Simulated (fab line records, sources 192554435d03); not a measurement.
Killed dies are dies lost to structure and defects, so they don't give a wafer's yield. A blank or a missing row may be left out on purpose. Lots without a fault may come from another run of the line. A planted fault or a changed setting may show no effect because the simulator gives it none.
Which tool did it? | flow n5_finfet | 10 lots, 27 wafers sampled, at 3 steps of a route of 1938

WHAT THE GAUGES READ, wafer by wafer
N5_PMOS_HMC_CHANNEL_EPI_THK_MEAS_22.
lot  | measured    | on            | HMC_CMP_THK (nm)
L716 | day 2 01:40 | film_metro-01 | 54.1 53.4 55.5
L718 | day 2 14:01 | film_metro-02 | 53.0 54.3 53.0
L720 | day 3 02:41 | film_metro-01 | 54.0 53.5 52.6
L724 | day 4 02:35 | film_metro-02 | 34.7 53.9
L726 | day 4 15:14 | film_metro-02 | 34.3 53.9
L727 | day 4 21:23 | film_metro-02 | 34.6 53.9
L730 | day 5 14:35 | film_metro-01 | 53.2 54.0 53.4
L732 | day 6 02:38 | film_metro-01 | 53.1 53.3 53.6
L737 | day 7 08:07 | film_metro-01 | 52.8 54.2 52.7
L738 | day 7 13:59 | film_metro-01 | 54.9 53.4 53.8

WHICH TOOL RAN EACH LOT (tool, then ch and the chambers of the sampled wafers, then the start)
lot  | N5_PMOS_HMC_CHANNEL_EPI_HM_DEP_34 | N5_PMOS_HMC_CHANNEL_EPI_FIN_RECESS_16
L716 | pecvd-02 ch 0,2, day 1 22:54      | rie_si-02 ch 1,2,3, day 1 23:51
L718 | pecvd-04 ch 0,1, day 2 10:41      | rie_si-06 ch 0,2,3, day 2 11:49
L720 | pecvd-03 ch 0,1, day 2 22:47      | rie_si-02 ch 0,1,3, day 3 00:29
L724 | pecvd-03 ch 0,2, day 3 23:11      | rie_si-02 ch 0,3, day 4 00:17
L726 | pecvd-02 ch 0,1, day 4 11:47      | rie_si-02 ch 0,3, day 4 12:56
L727 | pecvd-04 ch 0, day 4 17:31        | rie_si-02 ch 0,3, day 4 18:38
L730 | pecvd-04 ch 0,1, day 5 11:27      | rie_si-01 ch 1,2,3, day 5 12:31
L732 | pecvd-03 ch 1,2, day 5 23:28      | rie_si-01 ch 0,1,3, day 6 00:25
L737 | pecvd-03 ch 0,1,2, day 7 05:17    | rie_si-06 ch 0,1,2, day 7 06:14
L738 | pecvd-03 ch 0,2, day 7 11:10      | rie_si-06 ch 0,1,3, day 7 12:11
- N5_PMOS_HMC_CHANNEL_EPI_HM_DEP_34: deposits SiO2 from TEOS/O2, target thk 36 nm, time 6.9 s.
- N5_PMOS_HMC_CHANNEL_EPI_FIN_RECESS_16: chemistry HBr/Cl2, target Si, target depth 54 nm, time 18 s.

THE ANSWER, worked out from the rows above alone
Rule: what is usual is taken from the lots themselves. Put in order of their means at a reading, lots are off if they are a third of the lots or fewer, leave a main group of 4 or more, and stand apart from it by a gap of 3 or more times the standard deviation of the main group's means; of several such gaps the widest counts. A main group whose means are all the same, to the digits that the tables above print for the reading, isn't used. A lot without any number at a reading at which 4 lots or more have one is off too. The other lots that the step has rows for count as sound.
Off: L724, L726, L727, at N5_PMOS_HMC_CHANNEL_EPI_THK_MEAS_22 (HMC_CMP_THK). The main group: mean 53.6 nm, standard deviation 0.38.
A tool fits if, at a process step before that reading, it ran every lot that is off, and no sound lot after the first of them. The gauges at N5_PMOS_HMC_CHANNEL_EPI_THK_MEAS_22 are tried like those tools. Can't be told from this: 2 tools fit, rie_si-02 at N5_PMOS_HMC_CHANNEL_EPI_FIN_RECESS_16, film_metro-02 at N5_PMOS_HMC_CHANNEL_EPI_THK_MEAS_22.

WHAT THE SIMULATOR HAD PUT IN
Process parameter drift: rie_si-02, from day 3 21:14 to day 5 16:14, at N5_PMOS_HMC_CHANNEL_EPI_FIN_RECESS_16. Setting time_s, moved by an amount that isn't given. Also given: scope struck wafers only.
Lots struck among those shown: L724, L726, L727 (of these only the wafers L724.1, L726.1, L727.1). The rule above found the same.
